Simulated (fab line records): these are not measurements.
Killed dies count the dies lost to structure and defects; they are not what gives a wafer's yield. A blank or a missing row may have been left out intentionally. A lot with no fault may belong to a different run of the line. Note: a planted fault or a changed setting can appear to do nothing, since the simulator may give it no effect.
Which tool was responsible? :: flow nandHarc :: 12 lots, 36 wafers sampled, at 4 steps of a route of 1159

## WHAT THE GAUGES READ, wafer by wafer
NHARC_P_M0_THK_MEAS_24: measures by xrf.
lot: L497
measured: day 6 09:05
on: filmMetro-02
thkNm (nm): 115.2 114.5 114.9

lot: L498
measured: day 6 09:47
on: filmMetro-02
thkNm (nm): 120.0 118.4 117.1

lot: L501
measured: day 6 17:32
on: filmMetro-02
thkNm (nm): 117.4 116.5 115.0

lot: L505
measured: day 8 06:57
on: filmMetro-02
thkNm (nm): 117.4 117.8 118.5

lot: L511
measured: day 9 07:54
on: filmMetro-02
thkNm (nm): 117.3 118.0 116.6

lot: L512
measured: day 9 23:15
on: filmMetro-02
thkNm (nm): 118.0 117.1 119.8

lot: L514
measured: day 10 05:53
on: filmMetro-02
thkNm (nm): 115.2 116.0 113.5

lot: L515
measured: day 10 08:31
on: filmMetro-02
thkNm (nm): 117.7 117.9 118.4

lot: L516
measured: day 10 17:33
on: filmMetro-02
thkNm (nm): 116.3 118.0 115.4

lot: L517
measured: day 10 22:56
on: filmMetro-02
thkNm (nm): 118.1 117.0 118.4

lot: L518
measured: day 10 23:26
on: filmMetro-01
thkNm (nm): 114.5 116.8 115.8

lot: L520
measured: day 11 15:33
on: filmMetro-02
thkNm (nm): 119.3 119.2 119.1

## TOOL THAT RAN EACH LOT (tool first, then ch and the chambers of the sampled wafers, then the start)
lot: L497
NHARC_P_M0_ETCH_15: rieDiel-09 ch 1,2,3, day 6 07:49 or earlier
NHARC_P_M0_PVD_20: pvdSputter-03, day 6 07:49
NHARC_P_M0_CMP_23: cmp-04 ch 0,2,3, day 6 08:46

lot: L498
NHARC_P_M0_ETCH_15: rieDiel-04 ch 0,1,2, day 6 08:29 or earlier
NHARC_P_M0_PVD_20: pvdSputter-03, day 6 08:29
NHARC_P_M0_CMP_23: cmp-03 ch 0,1,2, day 6 09:28

lot: L501
NHARC_P_M0_ETCH_15: rieDiel-13 ch 0,2,3, day 6 16:14 or earlier
NHARC_P_M0_PVD_20: pvdSputter-03, day 6 16:14
NHARC_P_M0_CMP_23: cmp-04 ch 0,1,3, day 6 17:18

lot: L505
NHARC_P_M0_ETCH_15: rieDiel-13 ch 1,3, day 8 05:40 or earlier
NHARC_P_M0_PVD_20: pvdSputter-02, day 8 05:40
NHARC_P_M0_CMP_23: cmp-03 ch 0,3, day 8 06:38

lot: L511
NHARC_P_M0_ETCH_15: rieDiel-04 ch 0,1, day 9 06:37 or earlier
NHARC_P_M0_PVD_20: pvdSputter-01, day 9 06:37
NHARC_P_M0_CMP_23: cmp-03 ch 0,2,3, day 9 07:35

lot: L512
NHARC_P_M0_ETCH_15: rieDiel-09 ch 0,2,3, day 9 21:59 or earlier
NHARC_P_M0_PVD_20: pvdSputter-03, day 9 21:59
NHARC_P_M0_CMP_23: cmp-03 ch 1,2, day 9 22:56

lot: L514
NHARC_P_M0_ETCH_15: rieDiel-13 ch 0,2, day 10 03:41
NHARC_P_M0_PVD_20: pvdSputter-03, day 10 04:35
NHARC_P_M0_CMP_23: cmp-04 ch 1,2,3, day 10 05:36

lot: L515
NHARC_P_M0_ETCH_15: rieDiel-09 ch 1,2,3, day 10 07:15 or earlier
NHARC_P_M0_PVD_20: pvdSputter-03, day 10 07:15
NHARC_P_M0_CMP_23: cmp-02 ch 0,2, day 10 08:12

lot: L516
NHARC_P_M0_ETCH_15: rieDiel-13 ch 1,2, day 10 16:17 or earlier
NHARC_P_M0_PVD_20: pvdSputter-03, day 10 16:17
NHARC_P_M0_CMP_23: cmp-02 ch 1,2,3, day 10 17:17

lot: L517
NHARC_P_M0_ETCH_15: rieDiel-04 ch 0,1,3, day 10 21:38 or earlier
NHARC_P_M0_PVD_20: pvdSputter-02, day 10 21:38
NHARC_P_M0_CMP_23: cmp-04 ch 2,3, day 10 22:37

lot: L518
NHARC_P_M0_ETCH_15: rieDiel-09 ch 0,1,3, day 10 22:07 or earlier
NHARC_P_M0_PVD_20: pvdSputter-01, day 10 22:07
NHARC_P_M0_CMP_23: cmp-04 ch 1,2, day 10 23:07

lot: L520
NHARC_P_M0_ETCH_15: rieDiel-04 ch 0,1, day 11 14:15 or earlier
NHARC_P_M0_PVD_20: pvdSputter-03, day 11 14:15
NHARC_P_M0_CMP_23: cmp-03 ch 0,1,2, day 11 15:17
- NHARC_P_M0_ETCH_15: etches the open film in C4F8/Ar, target depth 150 nm, overetch 15 nm, time 82.5 s.
- NHARC_P_M0_PVD_20: deposits TaN, target thk 5 nm, time 8.06 s.
- NHARC_P_M0_CMP_23: polishes, t overpolish 20 s, target thk 117.53 nm.

## AS READ BY THE TOOLS THEMSELVES (means over the sampled wafers that have a number; for cases with no such wafer, the mark the record gives instead)
NHARC_P_M0_ETCH_15.
lot: L497
tool: rieDiel-09
oesProductAu (a.u.): 0.966
rfVppV (V): 442.6

lot: L498
tool: rieDiel-04
oesProductAu (a.u.): 0.958
rfVppV (V): 439.9

lot: L501
tool: rieDiel-13
oesProductAu (a.u.): 0.965
rfVppV (V): 442.1

lot: L505
tool: rieDiel-13
oesProductAu (a.u.): 0.964
rfVppV (V): 439.8

lot: L511
tool: rieDiel-04
oesProductAu (a.u.): 0.919
rfVppV (V): 441.6

lot: L512
tool: rieDiel-09
oesProductAu (a.u.): 0.915
rfVppV (V): 441.5

lot: L514
tool: rieDiel-13
oesProductAu (a.u.): 0.920
rfVppV (V): 442.8

lot: L515
tool: rieDiel-09
oesProductAu (a.u.): 0.919
rfVppV (V): 443.6

lot: L516
tool: rieDiel-13
oesProductAu (a.u.): 0.917
rfVppV (V): 441.5

lot: L517
tool: rieDiel-04
oesProductAu (a.u.): 0.963
rfVppV (V): 440.6

lot: L518
tool: rieDiel-09
oesProductAu (a.u.): 0.917
rfVppV (V): 441.0

lot: L520
tool: rieDiel-04
oesProductAu (a.u.): 0.947
rfVppV (V): 438.8

NHARC_P_M0_PVD_20.
lot: L497
tool: pvdSputter-03
throttleValvePct (%): 29.7

lot: L498
tool: pvdSputter-03
throttleValvePct (%): 29.4

lot: L501
tool: pvdSputter-03
throttleValvePct (%): 29.8

lot: L505
tool: pvdSputter-02
throttleValvePct (%): 28.9

lot: L511
tool: pvdSputter-01
throttleValvePct (%): 29.8

lot: L512
tool: pvdSputter-03
throttleValvePct (%): 30.0

lot: L514
tool: pvdSputter-03
throttleValvePct (%): 30.1

lot: L515
tool: pvdSputter-03
throttleValvePct (%): 29.2

lot: L516
tool: pvdSputter-03
throttleValvePct (%): 30.1

lot: L517
tool: pvdSputter-02
throttleValvePct (%): 29.8

lot: L518
tool: pvdSputter-01
throttleValvePct (%): 29.7

lot: L520
tool: pvdSputter-03
throttleValvePct (%): 29.7

NHARC_P_M0_CMP_23.
lot: L497
tool: cmp-04
motorCurrentA (A): 12.7
timeToEndpointS (s): 23

lot: L498
tool: cmp-03
motorCurrentA (A): 11.2
timeToEndpointS (s): 29

lot: L501
tool: cmp-04
motorCurrentA (A): 12.0
timeToEndpointS (s): 23

lot: L505
tool: cmp-03
motorCurrentA (A): 11.3
timeToEndpointS (s): 33

lot: L511
tool: cmp-03
motorCurrentA (A): 11.6
timeToEndpointS (s): 28

lot: L512
tool: cmp-03
motorCurrentA (A): 11.2
timeToEndpointS (s): 28

lot: L514
tool: cmp-04
motorCurrentA (A): 13.2
timeToEndpointS (s): 27

lot: L515
tool: cmp-02
motorCurrentA (A): 12.1
timeToEndpointS (s): 29

lot: L516
tool: cmp-02
motorCurrentA (A): 12.4
timeToEndpointS (s): 28

lot: L517
tool: cmp-04
motorCurrentA (A): 12.7
timeToEndpointS (s): 26

lot: L518
tool: cmp-04
motorCurrentA (A): 13.6
timeToEndpointS (s): 24

lot: L520
tool: cmp-03
motorCurrentA (A): 11.7
timeToEndpointS (s): 31

## THE ANSWER, worked out from the rows above alone
Rule: usual is defined by the lots themselves. Put in order of their means at a reading, lots are off if they are a third of the lots or fewer, leave a main group of 4 or more, and stand apart from it by a gap of 3 or more times the standard deviation of the main group's means; of several such gaps the widest counts. A main group whose means are all the same, to the digits that the tables above print for the reading, isn't used. A lot without any number at a reading at which 4 lots or more have one is off too. All remaining lots with rows at the step are treated as sound. The gauges are gone through in route order, then the tools' own readings, and for those a lot's mean is taken as printed above. The first step at which some lot is off is used, and at that step the reading that is off furthest; a lot without a number counts as furthest.
Across all readings shown, no lot is off: no conclusion can be drawn from this.

## WHAT THE SIMULATOR HAD INSERTED
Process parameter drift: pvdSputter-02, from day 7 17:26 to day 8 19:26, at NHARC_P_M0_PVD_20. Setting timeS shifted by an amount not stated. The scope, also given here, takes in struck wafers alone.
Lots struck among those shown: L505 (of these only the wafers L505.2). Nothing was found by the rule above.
